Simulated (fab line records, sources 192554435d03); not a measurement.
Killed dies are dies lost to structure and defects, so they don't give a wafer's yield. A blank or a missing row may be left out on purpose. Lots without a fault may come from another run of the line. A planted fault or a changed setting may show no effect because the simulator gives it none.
Which tool did it? | flow n5_finfet | 11 lots, 33 wafers sampled, at 6 steps of a route of 1938

WHAT THE GAUGES READ, wafer by wafer
The record holds no reading of a measuring or inspecting step that can be judged against a usual standard deviation.

WHICH TOOL RAN EACH LOT (tool, then ch and the chambers of the sampled wafers, then the start)
lot  | N5_BEOL_M11_TRENCH_ETCH_37                    | N5_BEOL_M11_ECD_50             | N5_BEOL_M11_ANNEAL_51            | N5_BEOL_M11_CMP_52            | N5_BEOL_M11_DEP_56              | N5_PASSIVATION_PROBE_49
L877 | rie_diel-01 ch 0,2,3, day 10 15:43 or earlier | ecd_cu-01 ch 0,1, day 10 15:43 | rtp_anneal-02 ch 0, day 10 16:24 | cmp-03 ch 0,2,3, day 10 16:43 | pecvd-01 ch 0,1,2, day 10 17:02 | -
L878 | rie_diel-01 ch 0,3, day 11 04:12 or earlier   | ecd_cu-01 ch 0,1, day 11 04:12 | rtp_anneal-02 ch 0, day 11 04:29 | cmp-02 ch 2,3, day 11 04:49   | pecvd-01 ch 0,1, day 11 05:10   | -
L880 | rie_diel-03 ch 2,3, day 11 06:26 or earlier   | ecd_cu-02 ch 0,1, day 11 06:26 | rtp_anneal-02 ch 0, day 11 06:35 | cmp-02 ch 1,2,3, day 11 06:52 | pecvd-01 ch 0,1, day 11 07:13   | prober-02, day 12 21:35
L882 | rie_diel-01 ch 0,3, day 11 06:33 or earlier   | ecd_cu-01 ch 0,1, day 11 06:33 | rtp_anneal-01 ch 0, day 11 06:40 | cmp-03 ch 0,1, day 11 06:57   | pecvd-04 ch 0,1, day 11 07:19   | -
L883 | rie_diel-03 ch 0,1,2, day 12 06:31 or earlier | ecd_cu-01 ch 0,1, day 12 06:31 | rtp_anneal-01 ch 0, day 12 06:41 | cmp-04 ch 0,2,3, day 12 06:58 | pecvd-04 ch 0,1,2, day 12 07:15 | -
L885 | rie_diel-01 ch 1,2,3, day 12 12:22 or earlier | ecd_cu-01 ch 0,1, day 12 12:22 | rtp_anneal-01 ch 0, day 12 12:56 | cmp-03 ch 0,2, day 12 13:16   | pecvd-04 ch 0,1, day 12 13:35   | -
L886 | rie_diel-02 ch 0,1,2, day 12 21:13 or earlier | ecd_cu-01 ch 0,1, day 12 21:13 | rtp_anneal-02 ch 0, day 12 21:19 | cmp-02 ch 0,2, day 12 21:37   | pecvd-02 ch 0,2, day 12 21:59   | -
L897 | rie_diel-02 ch 0,1,2, day 15 23:13 or earlier | ecd_cu-01 ch 0,1, day 15 23:13 | rtp_anneal-02 ch 0, day 15 23:20 | cmp-04 ch 0,1,3, day 15 23:38 | pecvd-02 ch 0,1,2, day 15 23:59 | -
L898 | rie_diel-02 ch 1,2,3, day 16 02:06 or earlier | ecd_cu-01 ch 0, day 16 02:06   | rtp_anneal-01 ch 0, day 16 02:28 | cmp-02 ch 0,1,2, day 16 02:43 | pecvd-04 ch 0,1, day 16 03:05   | prober-02, day 17 16:29
L899 | rie_diel-03 ch 1,2, day 16 09:50 or earlier   | ecd_cu-01 ch 0,1, day 16 09:50 | rtp_anneal-02 ch 0, day 16 09:56 | cmp-03 ch 1,3, day 16 10:16   | pecvd-04 ch 0,2, day 16 10:35   | -
L900 | rie_diel-01 ch 2,3, day 16 14:37 or earlier   | ecd_cu-01 ch 0,1, day 16 14:37 | rtp_anneal-01 ch 0, day 16 14:47 | cmp-02 ch 0,1,2, day 16 15:00 | pecvd-01 ch 0,2, day 16 15:21   | -
- N5_BEOL_M11_TRENCH_ETCH_37: etches SiCOH lowk in C4F6/O2, target depth 148.83 nm, time 48 s.
- N5_BEOL_M11_ECD_50: material Cu, target thk 318 nm.
- N5_BEOL_M11_ANNEAL_51: time 90 s.
- N5_BEOL_M11_CMP_52: polishes, stops on SiCOH lowk, t overpolish 7 s, target thk 140 nm.
- N5_BEOL_M11_DEP_56: deposits SiCN from 3MS/NH3, target thk 30 nm, time 10.5 s.
- N5_PASSIVATION_PROBE_49

WHAT THE TOOLS THEMSELVES READ (means of the sampled wafers that have a number; where no wafer has one, the mark that the record gives instead)
N5_BEOL_M11_TRENCH_ETCH_37. Usual: drypump_motor_current_A 5.6 A, standard deviation 0.5; oes_product_au 0.82 a.u., standard deviation 0.065; rf_vpp_V 667 V, standard deviation 5.3; showerhead_plenum_p_Torr 2.87 Torr, standard deviation 0.085; throttle_valve_pct 20.85 %, standard deviation 0.2.
lot  | tool        | drypump_motor_current_A (A) | oes_product_au (a.u.) | rf_vpp_V (V) | showerhead_plenum_p_Torr (Torr) | throttle_valve_pct (%) | flag
L877 | rie_diel-01 | 5.4                         | 0.84                  | 671          | 2.89                            | 20.86                  |
L878 | rie_diel-01 | 5.7                         | 0.84                  | 672          | 2.97                            | 21.01                  |
L880 | rie_diel-03 | 6.2                         | 0.86                  | 663          | 2.96                            | 20.77                  |
L882 | rie_diel-01 | 5.7                         | 0.83                  | 672          | 2.97                            | 21.02                  |
L883 | rie_diel-03 | 6.2                         | 0.81                  | 666          | 2.90                            | 20.74                  |
L885 | rie_diel-01 | 5.4                         | 0.81                  | 671          | 2.83                            | 20.82                  |
L886 | rie_diel-02 | 5.7                         | 0.81                  | 664          | 2.83                            | 20.88                  |
L897 | rie_diel-02 | 5.7                         | 0.79                  | 663          | 2.82                            | 20.90                  |
L898 | rie_diel-02 | 5.3                         | 0.84                  | 664          | 2.81                            | 20.98                  |
L899 | rie_diel-03 | 6.5                         | 0.92                  | 664          | 2.94                            | 20.71                  |
L900 | rie_diel-01 | 5.1                         | 0.79                  | 669          | 2.78                            | 20.76                  |

N5_BEOL_M11_ANNEAL_51. Usual: wafer_temp_C_max 226.1, standard deviation 0.5.
lot  | tool          | wafer_temp_C_max | flag
L877 | rtp_anneal-02 | 226.5            |
L878 | rtp_anneal-02 | 226.6            |
L880 | rtp_anneal-02 | 226.3            |
L882 | rtp_anneal-01 | 225.6            |
L883 | rtp_anneal-01 | 225.9            |
L885 | rtp_anneal-01 | 225.8            |
L886 | rtp_anneal-02 | 226.3            |
L897 | rtp_anneal-02 | 226.8            |
L898 | rtp_anneal-01 | 225.8            |
L899 | rtp_anneal-02 | 226.5            |
L900 | rtp_anneal-01 | 225.4            |

N5_BEOL_M11_CMP_52. Usual: motor_current_A 6.4 A, standard deviation 0.59; platen_rpm 50.00 rpm, standard deviation 0.032; time_to_endpoint_s 65.7 s, standard deviation 2.6.
lot  | tool   | motor_current_A (A) | platen_rpm (rpm) | time_to_endpoint_s (s) | flag
L877 | cmp-03 | 6.5                 | 50.02            | 63.4                   |
L878 | cmp-02 | 5.8                 | 50.00            | 66.8                   |
L880 | cmp-02 | 6.2                 | 50.02            | 65.2                   |
L882 | cmp-03 | 6.3                 | 50.00            | 68.9                   |
L883 | cmp-04 | 6.1                 | 50.00            | 66.4                   |
L885 | cmp-03 | 6.8                 | 49.99            | 86.4                   | OFF
L886 | cmp-02 | 5.5                 | 50.02            | 77.6                   | OFF
L897 | cmp-04 | 6.2                 | 49.99            | 65.9                   |
L898 | cmp-02 | 6.0                 | 49.98            | 68.5                   |
L899 | cmp-03 | 6.4                 | 49.98            | 63.9                   |
L900 | cmp-02 | 5.7                 | 50.02            | 67.2                   |

N5_BEOL_M11_DEP_56. Usual: showerhead_plenum_p_Torr 4.167 Torr, standard deviation 0.018; throttle_valve_pct 17.8 %, standard deviation 1.
lot  | tool     | showerhead_plenum_p_Torr (Torr) | throttle_valve_pct (%) | flag
L877 | pecvd-01 | 4.165                           | 18.1                   |
L878 | pecvd-01 | 4.170                           | 18.8                   |
L880 | pecvd-01 | 4.175                           | 18.6                   |
L882 | pecvd-04 | 4.169                           | 16.9                   |
L883 | pecvd-04 | 4.177                           | 17.2                   |
L885 | pecvd-04 | 4.167                           | 17.0                   |
L886 | pecvd-02 | 4.134                           | 18.9                   |
L897 | pecvd-02 | 4.147                           | 18.7                   |
L898 | pecvd-04 | 4.178                           | 17.1                   |
L899 | pecvd-04 | 4.177                           | 17.5                   |
L900 | pecvd-01 | 4.158                           | 18.2                   |

N5_PASSIVATION_PROBE_49. Usual: defect_limited_yield 91.3 %, standard deviation 1.4; killed_at_M0_to_M3 34, standard deviation 10; killed_at_M4_up 13, standard deviation 4.8; killed_at_contacts 12, standard deviation 6.1; killed_at_front_end 40, standard deviation 11; killed_at_other 3.7, standard deviation 2.8; killed_dies 103, standard deviation 16; killed_open 67, standard deviation 12; killed_short 34, standard deviation 7.4; sort_bin_5_function 5.1 %, standard deviation 0.95; sort_bin_6_memory 3.2 %, standard deviation 0.62; sort_n_pass 1077, standard deviation 16; sort_yield_pct 91.3 %, standard deviation 1.4.
lot  | tool      | defect_limited_yield (%) | killed_at_M0_to_M3 | killed_at_M4_up | killed_at_contacts | killed_at_front_end | killed_at_other | killed_dies | killed_open | killed_short | sort_bin_5_function (%) | sort_bin_6_memory (%) | sort_n_pass | sort_yield_pct (%) | flag
L880 | prober-02 | 91.5                     | 42                 | 11              | 9                  | 34                  | 4.0             | 100         | 63          | 36           | 5.1                     | 3.0                   | 1080        | 91.5               |
L898 | prober-02 | 91.7                     | 36                 | 15              | 14                 | 32                  | 1.3             | 98          | 60          | 34           | 4.8                     | 2.9                   | 1082        | 91.7               |

THE ANSWER, worked out from the rows above alone
Rule: a lot is off if the mean of its wafers that have a number lies more than 3 standard deviations from the usual mean. A lot without any number at a reading at which 4 lots or more have one is off too. The other lots that the step has rows for count as sound. The gauges are gone through in route order, then the tools' own readings, and for those a lot's mean is taken as printed above. The first step at which some lot is off is used, and at that step the reading that is off furthest; a lot without a number counts as furthest.
Off: L885, L886, at N5_BEOL_M11_CMP_52 (time_to_endpoint_s).
A tool fits if, at that step or a process step before it, it ran every lot that is off, and no sound lot after the first of them. N5_BEOL_M11_TRENCH_ETCH_37 gives no start for some lots, so the hours and the order of its lots are those of N5_BEOL_M11_ECD_50. None of those tried fits.

WHAT THE SIMULATOR HAD PUT IN
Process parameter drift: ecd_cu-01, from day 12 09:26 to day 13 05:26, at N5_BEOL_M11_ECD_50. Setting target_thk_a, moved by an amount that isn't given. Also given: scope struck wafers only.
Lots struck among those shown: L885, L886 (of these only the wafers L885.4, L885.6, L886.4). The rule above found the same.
